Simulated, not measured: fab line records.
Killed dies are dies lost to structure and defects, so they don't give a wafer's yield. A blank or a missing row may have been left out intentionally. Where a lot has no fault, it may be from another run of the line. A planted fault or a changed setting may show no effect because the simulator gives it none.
2 desks, one fault + flow n5 finfet + what lay behind the numbers comes last; until then each desk has only its own

THE TOOL OWNER'S DESK: euv scanner-02
The tool's own readings at N5_BEOL_M7_EXPOSE_25 (exposes mask V6, target cd 40 nm): means of the sampled wafers that have a number, for each lot that ran on this tool. Any lot whose mean is over 4 standard deviations away from the usual mean is out of limits and marked OUT; that distance is given in the brackets.
Columns: A = exposure dose mJ cm2 at N5_BEOL_M7_EXPOSE_25, usual 42.9; B = focus offset nm at N5_BEOL_M7_EXPOSE_25, usual -0.2 nm
| lot  | first seen here | A    | B    |
|------|-----------------|------|------|
| L685 | day 9 15:47     | 42.5 | -0.2 |
| L686 | day 9 18:02     | 42.5 | -0.1 |
| L693 | day 11 13:34    | 42.5 | -0.1 |
| L695 | day 11 17:30    | 42.5 | 0.5  |
| L703 | day 14 02:27    | 42.5 | 0.2  |
| L707 | day 15 21:35    | 42.5 | -0.7 |
This desk's verdict: no lot among the 6 shows anything out of limits.

METROLOGY DESK
Lot by lot, what the gauges showed, no matter which tool ran the lot: averages of those sampled wafers that carry a number. Any lot whose mean is over 4 standard deviations away from the usual mean is out of limits and marked OUT; that distance is given in the brackets. Shown are 7 of the 12 readings it has, namely the first that went out of limits plus those furthest out on some lot.
Columns: A = IOFF_N at N5_BEOL_M4_RC_MEAS_101, usual 0.15 nA/um; B = IOFF_P at N5_BEOL_M4_RC_MEAS_101, usual 0.19 nA/um; C = ION_N at N5_BEOL_M4_RC_MEAS_101, usual 677 uA/um; D = ION_P at N5_BEOL_M4_RC_MEAS_101, usual 462 uA/um; E = VT_N at N5_BEOL_M4_RC_MEAS_101, usual 250 mV; F = VT_P at N5_BEOL_M4_RC_MEAS_101, usual -251 mV; G = cd nm at N5_BEOL_M7_CD_MEAS_28, usual 39.9 nm
| lot  | first seen here | A    | B    | C   | D   | E   | F    | G              |
|------|-----------------|------|------|-----|-----|-----|------|----------------|
| L685 | day 8 15:29     | 0.18 | 0.17 | 675 | 450 | 250 | -256 | 40.1           |
| L686 | day 8 15:54     | 0.13 | 0.19 | 678 | 473 | 251 | -250 | 40.0           |
| L688 | day 9 06:27     | 0.13 | 0.17 | 680 | 463 | 251 | -255 | 39.7           |
| L693 | day 10 10:04    | 0.16 | 0.21 | 670 | 464 | 247 | -248 | 36.1 (-12) OUT |
| L695 | day 10 15:20    | 0.14 | 0.20 | 662 | 455 | 248 | -251 | 31.7 (-26) OUT |
| L698 | day 11 12:50    | 0.14 | 0.20 | 679 | 466 | 250 | -249 | 39.9           |
| L703 | day 12 19:44    | 0.14 | 0.18 | 677 | 461 | 252 | -252 | 39.8           |
| L705 | day 13 15:20    | 0.15 | 0.17 | 678 | 454 | 251 | -256 | 39.8           |
| L706 | day 13 15:49    | 0.23 | 0.26 | 706 | 479 | 244 | -246 | 40.2           |
| L707 | day 14 15:19    | 0.14 | 0.22 | 679 | 471 | 252 | -245 | 39.9           |
This desk finds L693, L695 out of limits, L693 being first, at day 11 13:42 (cd nm at N5_BEOL_M7_CD_MEAS_28). Within limits: L685, L686, L688, L698, L703, L705, L706, L707.

BROUGHT TOGETHER
At day 11 13:42 the metrology desk could have sounded an alarm, on L693, L695.
The desk of the tool owner found nothing out of limits.
On record at the tool owner's desk: L693, L695, within its limits.
N5_BEOL_M7_EXPOSE_25 was run on euv scanner-02 by each of the lots named.

WHAT HAD BEEN PUT IN BY THE SIMULATOR
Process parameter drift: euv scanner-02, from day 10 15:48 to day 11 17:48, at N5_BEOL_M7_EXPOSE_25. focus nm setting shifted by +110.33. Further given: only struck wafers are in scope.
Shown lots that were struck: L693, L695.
Delay in hours, fault start to first out-of-limits reading, per desk: metrology desk 22.
